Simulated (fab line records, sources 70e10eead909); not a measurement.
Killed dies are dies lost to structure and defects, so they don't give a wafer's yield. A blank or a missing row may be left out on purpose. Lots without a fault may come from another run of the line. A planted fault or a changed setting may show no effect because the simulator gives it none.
Chamber matching | flow nand_harc | NHARC_P_ZERO_WELL_DESCUM_13 on rie_diel-05: 4 sister chambers
The step chemistry O2, time 3 s. 8 wafers are shown with their chamber, then 10 later ones without.

WAFERS WITH THEIR CHAMBER
wafer  | chamber | drypump_motor_current_A (A) | rf_vpp_V (V)
L077.4 | 0       | 5.5                         | 57.4
L079.2 | 1       | 5.9                         | 56.1
L079.6 | 0       | 5.4                         | 57.7
L080.3 | 3       | 6.0                         | 58.4
L086.1 | 1       | 5.9                         | 57.0
L086.2 | 3       | 6.0                         | 56.6
L087.1 | 2       | 5.7                         | 57.1
L087.4 | 2       | 5.8                         | 58.4

WAFERS WITHOUT THEIR CHAMBER
wafer  | drypump_motor_current_A (A) | rf_vpp_V (V)
L087.6 | 5.9                         | 55.8
L092.2 | 6.0                         | 57.2
L092.5 | 5.7                         | 57.8
L092.6 | 6.0                         | 57.7
L094.3 | 5.5                         | 57.9
L094.4 | 6.0                         | 58.8
L094.6 | 5.9                         | 55.7
L096.2 | 5.5                         | 59.1
L096.3 | 5.9                         | 56.7
L096.4 | 5.5                         | 56.6

WHICH CHAMBER EACH WENT THROUGH
wafer  | from the rows above     | in truth
L087.6 | can't be placed: 1 or 3 | 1
L092.2 | can't be placed: 3 or 1 | 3
L092.5 | 2                       | 2
L092.6 | 3                       | 3
L094.3 | 0                       | 0
L094.4 | can't be placed: 3 or 1 | 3
L094.6 | can't be placed: 1 or 3 | 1
L096.2 | 0                       | 0
L096.3 | 1                       | 1
L096.4 | 0                       | 0
Placed correctly: 6 of 10. Can't be placed from these rows: 4 (the true chamber is among the candidates in 4). Placed wrongly: 0.
How it was worked out, from the rows above alone: a wafer's distance from a chamber is the root of the sum, over the readings, of the square of ((its reading less the chamber's mean) divided by the reading's scatter). The wafer belongs to the nearest chamber; if the next one is less than 2 further off, it can't be placed. A chamber's mean is the mean of its shown wafers. The scatter: the root of (the sum of the squares of (reading less its chamber's mean) over the shown wafers, divided by (wafers less chambers)).
